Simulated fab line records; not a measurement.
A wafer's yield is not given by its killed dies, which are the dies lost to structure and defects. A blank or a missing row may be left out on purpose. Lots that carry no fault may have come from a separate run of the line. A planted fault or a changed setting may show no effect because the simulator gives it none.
Chamber matching -- flow nand-harc -- ald-hk-04 running NHARC_A_CHANNEL_FILL_D1_ALD_02: 4 sister chambers
The step deposits SiO2, target thk 6 nm, pulse time 10 s, ald cycles 60. 4 wafers are shown with their chamber, then 9 later ones without.

## EACH WAFER AND ITS CHAMBER
wafer,chamber,heater-power-w (W)
L089.5,3,434
L090.2,2,518
L090.5,0,518
L090.6,1,392

## WAFERS WITH NO CHAMBER GIVEN
wafer,heater-power-w (W)
L092.2,375
L092.5,393
L092.6,516
L094.2,504
L094.3,375
L094.5,504
L097.1,508
L097.2,392
L097.5,404

## WHICH CHAMBER EACH WENT THROUGH
wafer,from the rows above,in truth
L092.2,1,1
L092.5,1,1
L092.6,can't be placed: 0 or 2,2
L094.2,can't be placed: 0 or 2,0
L094.3,1,1
L094.5,can't be placed: 0 or 2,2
L097.1,can't be placed: 0 or 2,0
L097.2,1,1
L097.5,can't be placed: 1 or 3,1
Correct placement for 4 of the 9. Can't be placed from these rows: 5 (the true chamber is among the candidates in 5). Placed wrongly: 0.
How it was worked out, from the rows above alone: a wafer's distance from a chamber is the root of the sum, over the readings, of the square of ((its reading less the chamber's mean) divided by the reading's scatter). If the next closest chamber is less than 2 further off than the closest, the wafer can't be placed; otherwise it belongs to the closest. A chamber's mean is the mean of its shown wafers. The scatter: with one shown wafer a chamber, the root of the mean of the squares of how far each hidden wafer lies from its nearest shown one.
